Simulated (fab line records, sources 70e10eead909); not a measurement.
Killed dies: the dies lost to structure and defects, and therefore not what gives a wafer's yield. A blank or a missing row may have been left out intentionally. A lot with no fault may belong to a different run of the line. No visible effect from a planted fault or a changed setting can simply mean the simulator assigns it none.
Which tool was responsible? || flow nand harc || 6 lots, 18 wafers sampled, at 3 steps of a route of 1302

== WHAT THE GAUGES SHOWED, per wafer ==
NHARC_A_CONTACT_INSPECT_10.
{"lot": "L273", "measured": "day 22 22:53", "on": "defect inspect-01", "raw defect count": "44 57 48"}
{"lot": "L277", "measured": "day 24 20:14", "on": "defect inspect-01", "raw defect count": "153 163 161"}
{"lot": "L280", "measured": "day 25 02:51", "on": "defect inspect-02", "raw defect count": "82 92 92"}
{"lot": "L282", "measured": "day 25 19:53", "on": "defect inspect-02", "raw defect count": "86 90 69"}
{"lot": "L289", "measured": "day 28 13:49", "on": "defect inspect-01", "raw defect count": "75 85 88"}
{"lot": "L293", "measured": "day 31 04:41", "on": "defect inspect-02", "raw defect count": "412 384 394 415 388 392"}

== WHICH TOOL RAN EACH LOT (tool, then ch and the chambers of the sampled wafers, then the start) ==
{"lot": "L273", "NHARC_A_CONTACT_ETCH_128": "har cap etch-03 ch 0,1, day 22 17:21", "NHARC_A_CONTACT_DEP_85": "pecvd-03 ch 0,1,2, day 22 22:04"}
{"lot": "L277", "NHARC_A_CONTACT_ETCH_128": "har cap etch-03 ch 0,1, day 24 10:41", "NHARC_A_CONTACT_DEP_85": "pecvd-04 ch 0,1,2, day 24 19:26"}
{"lot": "L280", "NHARC_A_CONTACT_ETCH_128": "har cap etch-02 ch 0,1, day 24 21:14", "NHARC_A_CONTACT_DEP_85": "pecvd-04 ch 0,2, day 25 02:02"}
{"lot": "L282", "NHARC_A_CONTACT_ETCH_128": "har cap etch-01 ch 0,1, day 25 11:20", "NHARC_A_CONTACT_DEP_85": "pecvd-03 ch 0,1,2, day 25 19:04"}
{"lot": "L289", "NHARC_A_CONTACT_ETCH_128": "har cap etch-01 ch 0,1, day 28 07:44", "NHARC_A_CONTACT_DEP_85": "pecvd-02 ch 0,2, day 28 12:58"}
{"lot": "L293", "NHARC_A_CONTACT_ETCH_128": "har cap etch-03 ch 0, day 30 22:31", "NHARC_A_CONTACT_DEP_85": "pecvd-02 ch 0,1, day 31 03:50"}
- NHARC_A_CONTACT_ETCH_128: etches the open film in C4F8/O2/Ar, time 197 s, target depth 1918 nm.
- NHARC_A_CONTACT_DEP_85: deposits SiON, target thk 60 nm.

== THE ANSWER, worked out from the rows above alone ==
Rule: the lots themselves supply what counts as usual. Put in order of their means at a reading, lots are off if they are a third of the lots or fewer, leave a main group of 4 or more, and stand apart from it by a gap of 3 or more times the standard deviation of the main group's means; of several such gaps the widest counts. A main group whose means are all the same, to the digits that the tables above print for the reading, isn't used. A lot without any number at a reading at which 4 lots or more have one is off too. Where the step has rows for the other lots, those lots are counted as sound.
Off, at NHARC_A_CONTACT_INSPECT_10 on raw defect count: L293. Mean 92 and standard deviation 36 in the main group.
A tool fits if, at a process step before that reading, it ran every lot that is off, and no sound lot after the first of them. Gauges at NHARC_A_CONTACT_INSPECT_10: tried the same way as those tools. Can't be told from this: 3 tools fit, har cap etch-03 at NHARC_A_CONTACT_ETCH_128, pecvd-02 at NHARC_A_CONTACT_DEP_85, defect inspect-02 at NHARC_A_CONTACT_INSPECT_10.

== WHAT THE SIMULATOR HAD PUT IN ==
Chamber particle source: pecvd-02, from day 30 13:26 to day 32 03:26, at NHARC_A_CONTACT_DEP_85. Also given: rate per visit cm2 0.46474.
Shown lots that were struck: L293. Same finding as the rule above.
